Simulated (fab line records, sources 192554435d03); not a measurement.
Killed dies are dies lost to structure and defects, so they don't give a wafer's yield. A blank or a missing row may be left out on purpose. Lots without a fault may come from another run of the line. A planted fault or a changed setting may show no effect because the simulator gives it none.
A struck lot beside a sound one | flow n5_finfet | 17 steps out of a route of 1938
Sound: wafers L783.4, L783.5, L783.6. Struck: wafer L782.6. (L782.3 of the same lot was not struck and is left out.) The cause comes at the end.
At each step with rows: each side's tool, then ch and its chambers, then its first start. Under that, the readings that differ: sound wafers | struck wafers | difference of the means | sigmas: that difference in standard deviations of wafers without a fault.
alike: readings whose means differ by less than 2 such deviations, and words and numbers that are the same on both sides. not compared: withheld readings, readings that some wafer has no value for, bounds like >300 that may hide the same value, and numbers for which the record gives no deviation and whose values overlap.
The two part at a step that has a row with sigmas, a row that says differs or no value, or rows on one side only. Numbers that don't overlap but have no deviation are shown without sigmas and don't part them. A reading that every wafer of one side lacks parts them only if that side has two wafers or more.

first, 4 steps without rows for these wafers: N5_BEOL_M10_HM_STRIP_39 (strips TiN in peroxide tin strip, target depth 25 nm, time 158 s); N5_BEOL_M10_SRD_40 (time 30 s); N5_BEOL_M10_PRECLEAN_42 (cleans in residue remover, time 60 s); N5_BEOL_M10_SRD_43 (time 30 s).
N5_BEOL_M10_CD_MEAS_35: target cd 70 nm.
  sound on cd_sem-01, day 15 03:49; struck on cd_sem-02, day 15 03:05
  alike: cd_nm
N5_BEOL_M10_CURE_72: cures SiCOH lowk, time 120 s.
  sound on uv_cure-02 ch 2, day 15 04:01; struck on uv_cure-01 ch 0, day 15 03:14
  reading          | sound             | struck | difference | sigmas
  wafer_temp_C_max | 372.0 372.1 372.1 | 370.8  | -1.3       | -2
  alike: lamp_power_pct
N5_BEOL_M10_DEGAS_44: time 60 s.
  sound on pvd_sputter-01, day 15 04:32; struck on pvd_sputter-03, day 15 03:43
  alike: heater_power_w
N5_BEOL_M10_PRE_CLEAN_45: time 30 s.
  sound on pvd_sputter-01, day 15 04:35; struck on pvd_sputter-03, day 15 03:46
  alike: heater_power_w
then, 1 step without rows for these wafers: N5_BEOL_M10_ALD_74 (deposits TaN, target thk 2 nm, pulse time 2 s, purge time 3 s).
N5_BEOL_M10_SURFACE_TREAT_76:
  sound on pvd_sputter-02, day 15 05:28; struck on pvd_sputter-03, day 15 04:07
  not compared: throttle_valve_pct
then, 2 steps without rows for these wafers: N5_BEOL_M10_CVD_75 (deposits Co from CCTBA/H2, target thk 2 nm, time 138.9 s); N5_BEOL_M10_SPUTTER_48 (material Cu, target thk 12 nm, time 2 s).
N5_BEOL_M10_ECD_50: material Cu, target thk 318 nm.
  sound on ecd_cu-02 ch 0,1, day 15 05:50; struck on ecd_cu-01 ch 1, day 15 04:39
  reading                                 | sound             | struck | difference | sigmas
  model.Cu_of_BEOL_M10_ECD_50.thk_nm (nm) | 316.2 318.8 316.6 | 553.4  | +236.2     |
N5_BEOL_M10_ANNEAL_51: time 90 s.
  sound on rtp_anneal-01 ch 0, day 15 06:22; struck on rtp_anneal-01 ch 0, day 15 05:19
  reading          | sound                | struck | difference | sigmas
  wafer_temp_C_max | 225.66 226.01 225.87 | 226.38 | +0.53      | +2
N5_BEOL_M10_CMP_52: polishes, stops on SiCOH lowk, t overpolish 7 s, target thk 140 nm.
  sound on cmp-01 ch 2,3, day 15 06:34; struck on cmp-02 ch 1, day 15 05:34
  reading                | sound          | struck | difference | sigmas
  time_to_endpoint_s (s) | 66.4 61.4 64.9 | 111.0  | +46.8      | +16
  alike: clearing_platen_rpm, motor_current_A
N5_BEOL_M10_THK_MEAS_53: measures by xrf.
  sound on film_metro-02, day 15 06:49; struck on film_metro-02, day 15 05:49
  alike: M10_THK
N5_PASSIVATION_PROBE_49:
  sound on prober-01, day 17 06:20; struck on prober-02, day 17 04:38
  reading         | sound  | struck | difference | sigmas
  killed_at_M4_up | 9 18 9 | 23     | +11        | +2
  alike: defect_limited_yield, killed_at_M0_to_M3, killed_at_contacts, killed_at_front_end, killed_at_other, killed_dies, killed_open, killed_short, sort_bin_5_function, sort_bin_6_memory, sort_bin_8_speed, sort_n_pass, sort_yield_pct

WHERE THEY PART
First at N5_BEOL_M10_CURE_72; last, within this record, at N5_PASSIVATION_PROBE_49.

WHY: what the simulator had put in
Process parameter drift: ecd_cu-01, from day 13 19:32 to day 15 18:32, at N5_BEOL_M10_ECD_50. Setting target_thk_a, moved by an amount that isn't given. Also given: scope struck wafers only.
